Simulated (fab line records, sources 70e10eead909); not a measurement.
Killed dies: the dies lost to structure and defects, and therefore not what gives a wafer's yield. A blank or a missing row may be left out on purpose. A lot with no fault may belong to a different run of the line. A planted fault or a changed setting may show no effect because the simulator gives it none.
Which of the tools did it? | flow nandHarc | 13 lots with 37 wafers sampled at 5 steps, on a route of 1159 steps

WHAT EACH GAUGE READ, for each wafer
NHARC_P_CONTACT_CD_MEAS_19.
lot  | measured     | on       | cdNm (nm)
L946 | day 5 06:55  | cdSem-01 | 89.2 84.1 90.7
L947 | day 5 19:04  | cdSem-01 | 90.0 92.0 88.7
L950 | day 6 07:59  | cdSem-02 | 86.7 89.6 90.4
L948 | day 6 08:33  | cdSem-03 | 89.5 90.1 86.6
L949 | day 6 08:52  | cdSem-02 | 91.2 91.5 92.8
L952 | day 6 22:11  | cdSem-01 | 89.9 88.8 93.3
L951 | day 7 01:26  | cdSem-01 | 86.3 90.1 88.0
L954 | day 7 09:34  | cdSem-03 | 88.6 87.9 90.0
L953 | day 7 11:55  | cdSem-03 | 86.3 86.1 87.2
L955 | day 8 05:15  | cdSem-02 | 90.7 87.0 91.8
L958 | day 8 18:41  | cdSem-02 | 89.1 88.0
L960 | day 9 04:55  | cdSem-01 | 90.1 90.7
L966 | day 10 17:28 | cdSem-02 | 90.5 84.6 90.4

NHARC_END_SORT_01.
lot  | measured     | on        | killedAtArray | killedAtOther | killedAtPeriphery | killedDies | killedOpen | killedShort
L958 | day 22 03:39 | prober-02 | 14 18         | 0 0           | 663 0             | 677 18     | 4 4        | 0 0
L960 | day 22 12:54 | prober-02 | 10 15         | 0 0           | 667 2             | 677 17     | 2 5        | 2 2
L966 | day 23 22:55 | prober-02 | 29 18 19      | 0 0 0         | 2 7 13            | 31 25 32   | 1 0 4      | 1 2 1

WHAT TOOL EACH LOT RAN ON (gives the tool, then ch and the chambers of the sampled wafers, and finally the start)
lot  | NHARC_P_CONTACT_DESCUM_17         | NHARC_P_CONTACT_ETCH_18           | NHARC_P_CONTACT_STRIP_28
L946 | rieDiel-06 ch 2,3, day 5 05:56    | rieDiel-06 ch 0,1,2, day 5 06:26  | rieDiel-06 ch 0,2,3, day 5 07:02
L947 | rieDiel-09 ch 0,2,3, day 5 18:12  | rieDiel-09 ch 0,1,3, day 5 18:41  | rieDiel-09 ch 0,1,2, day 5 19:08
L950 | rieDiel-06 ch 0,2,3, day 6 07:06  | rieDiel-06 ch 0,1,2, day 6 07:38  | rieDiel-09 ch 0,1, day 6 08:04
L948 | rieDiel-09 ch 0,1,3, day 6 07:41  | rieDiel-09 ch 0,1,2, day 6 08:11  | rieDiel-09 ch 0,1, day 6 08:37
L949 | rieDiel-06 ch 0,1,2, day 6 07:58  | rieDiel-06 ch 1,2,3, day 6 08:28  | rieDiel-09 ch 0,1,2, day 6 08:57
L952 | rieDiel-06 ch 1,2, day 6 21:10    | rieDiel-06 ch 1,2,3, day 6 21:47  | rieDiel-09 ch 1,3, day 6 22:17
L951 | rieDiel-06 ch 1,2,3, day 7 00:14  | rieDiel-06 ch 1,2,3, day 7 00:47  | rieDiel-09 ch 1,3, day 7 01:30
L954 | rieDiel-09 ch 0,1,2, day 7 08:44  | rieDiel-09 ch 0,1,3, day 7 09:13  | rieDiel-09 ch 0,1,3, day 7 09:42
L953 | rieDiel-06 ch 2,3, day 7 10:55    | rieDiel-06 ch 1,2,3, day 7 11:29  | rieDiel-09 ch 0,1,2, day 7 11:59
L955 | rieDiel-09 ch 0,2,3, day 8 04:23  | rieDiel-09 ch 0,3, day 8 04:52    | rieDiel-06 ch 1,2,3, day 8 05:22
L958 | rieDiel-09 ch 0,1, day 8 17:37    | rieDiel-09 ch 1,3, day 8 18:06    | rieDiel-06 ch 1,2, day 8 18:46
L960 | rieDiel-09 ch 1,3, day 9 04:02    | rieDiel-09 ch 1,3, day 9 04:31    | rieDiel-09 ch 0,3, day 9 05:01
L966 | rieDiel-06 ch 0,2,3, day 10 16:35 | rieDiel-06 ch 0,2,3, day 10 17:04 | rieDiel-09 ch 0,2,3, day 10 17:33
- NHARC_P_CONTACT_DESCUM_17: chemistry O2, time 3 s.
- NHARC_P_CONTACT_ETCH_18: etches the open film in C4F8/O2/Ar, target depth 481 nm, time 240.5 s.
- NHARC_P_CONTACT_STRIP_28: strips in O2.

AS READ BY THE TOOLS THEMSELVES (means over the sampled wafers that have a number; for cases with no such wafer, the mark the record gives instead)
NHARC_P_CONTACT_DESCUM_17.
lot  | tool       | drypumpMotorCurrentA (A) | oesProductAu (a.u.) | rfVppV (V) | showerheadPlenumPTorr (Torr) | throttleValvePct (%)
L946 | rieDiel-06 | 5.8                      | 1.018               | 57.6       | 1.87                         | 11.304
L947 | rieDiel-09 | 5.9                      | 0.993               | 57.9       | 1.87                         | 11.316
L950 | rieDiel-06 | 5.5                      | 1.008               | 57.7       | 1.89                         | 11.309
L948 | rieDiel-09 | 5.8                      | 0.997               | 57.6       | 1.87                         | 11.315
L949 | rieDiel-06 | 5.5                      | 1.012               | 58.5       | 1.95                         | 11.317
L952 | rieDiel-06 | 5.9                      | 1.010               | 57.5       | 1.92                         | 11.313
L951 | rieDiel-06 | 5.9                      | 0.992               | 57.5       | 1.89                         | 11.314
L954 | rieDiel-09 | 5.9                      | 1.008               | 57.7       | 1.87                         | 11.312
L953 | rieDiel-06 | 5.8                      | 1.002               | 58.6       | 1.87                         | 11.317
L955 | rieDiel-09 | 5.9                      | 0.990               | 56.9       | 1.87                         | 11.320
L958 | rieDiel-09 | 5.7                      | 1.006               | 57.3       | 1.86                         | 11.315
L960 | rieDiel-09 | 5.7                      | 0.985               | 57.5       | 1.89                         | 11.314
L966 | rieDiel-06 | 5.5                      | 1.016               | 57.2       | 1.89                         | 11.304

NHARC_P_CONTACT_ETCH_18.
lot  | tool       | oesProductAu (a.u.) | rfFwdPowerW (W) | rfVppV (V) | runLengthS (s)
L946 | rieDiel-06 | 0.977               | 598.9           | 981        | 261.5
L947 | rieDiel-09 | 0.953               | 599.1           | 976        | 261.8
L950 | rieDiel-06 | 0.948               | 597.8           | 981        | 261.5
L948 | rieDiel-09 | 0.969               | 599.6           | 976        | 261.7
L949 | rieDiel-06 | 0.960               | 596.9           | 976        | 261.5
L952 | rieDiel-06 | 0.962               | 598.5           | 977        | 261.4
L951 | rieDiel-06 | 0.960               | 599.0           | 977        | 261.5
L954 | rieDiel-09 | 0.965               | 598.6           | 975        | 261.8
L953 | rieDiel-06 | 0.963               | 599.6           | 976        | 261.4
L955 | rieDiel-09 | 0.959               | 598.3           | 974        | 261.5
L958 | rieDiel-09 | 0.913               | 597.9           | 976        | 234.3
L960 | rieDiel-09 | 0.953               | 599.5           | 976        | 234.2
L966 | rieDiel-06 | 0.985               | 596.5           | 976        | 261.2

NHARC_P_CONTACT_STRIP_28.
lot  | tool       | drypumpMotorCurrentA (A) | oesProductAu (a.u.) | rfVppV (V) | showerheadPlenumPTorr (Torr) | throttleValvePct (%)
L946 | rieDiel-06 | 5.5                      | 1.009               | 58.4       | 3.49                         | 17.034
L947 | rieDiel-09 | 5.9                      | 1.005               | 57.6       | 3.45                         | 17.033
L950 | rieDiel-09 | 5.7                      | 1.006               | 57.7       | 3.46                         | 17.035
L948 | rieDiel-09 | 5.7                      | 1.013               | 57.9       | 3.46                         | 17.032
L949 | rieDiel-09 | 5.9                      | 1.005               | 58.0       | 3.45                         | 17.042
L952 | rieDiel-09 | 5.8                      | 0.998               | 57.9       | 3.49                         | 17.042
L951 | rieDiel-09 | 5.8                      | 0.995               | 58.1       | 3.49                         | 17.039
L954 | rieDiel-09 | 5.8                      | 0.995               | 58.3       | 3.45                         | 17.036
L953 | rieDiel-09 | 5.8                      | 1.008               | 57.3       | 3.45                         | 17.034
L955 | rieDiel-06 | 5.9                      | 1.003               | 56.2       | 3.49                         | 17.033
L958 | rieDiel-06 | 5.8                      | 1.025               | 57.1       | 3.56                         | 17.040
L960 | rieDiel-09 | 5.8                      | 0.989               | 57.8       | 3.43                         | 17.027
L966 | rieDiel-09 | 5.9                      | 0.977               | 57.9       | 3.44                         | 17.033

THE ANSWER, worked out from the rows above alone
Rule: what is usual is taken from the lots themselves. Put in order of their means at a reading, lots are off if they are a third of the lots or fewer, leave a main group of 4 or more, and stand apart from it by a gap of 3 or more times the standard deviation of the main group's means; of several such gaps the widest counts. Not used: any main group whose means are identical at the precision the tables above print for the reading. Also off: a lot with no number at a reading for which 4 or more lots have one. The other lots that the step has rows for count as sound. The gauges are gone through in route order, then the tools' own readings, and for those a lot's mean is taken as printed above. The first step at which some lot is off is used, and at that step the reading that is off furthest; a lot without a number counts as furthest.
Off: L958, L960, at NHARC_P_CONTACT_ETCH_18 (runLengthS). Mean 261.5 s and standard deviation 0.17 in the main group.
A tool fits if, at that step or a process step before it, it ran every lot that is off, and no sound lot after the first of them. One fits: rieDiel-09 at NHARC_P_CONTACT_DESCUM_17 and NHARC_P_CONTACT_ETCH_18. At NHARC_P_CONTACT_DESCUM_17 its last sound lot is L955 (day 8 04:23), its first lot that is off L958 (day 8 17:37): a fault that began between those two fits.

WHAT THE SIMULATOR HAD PUT IN
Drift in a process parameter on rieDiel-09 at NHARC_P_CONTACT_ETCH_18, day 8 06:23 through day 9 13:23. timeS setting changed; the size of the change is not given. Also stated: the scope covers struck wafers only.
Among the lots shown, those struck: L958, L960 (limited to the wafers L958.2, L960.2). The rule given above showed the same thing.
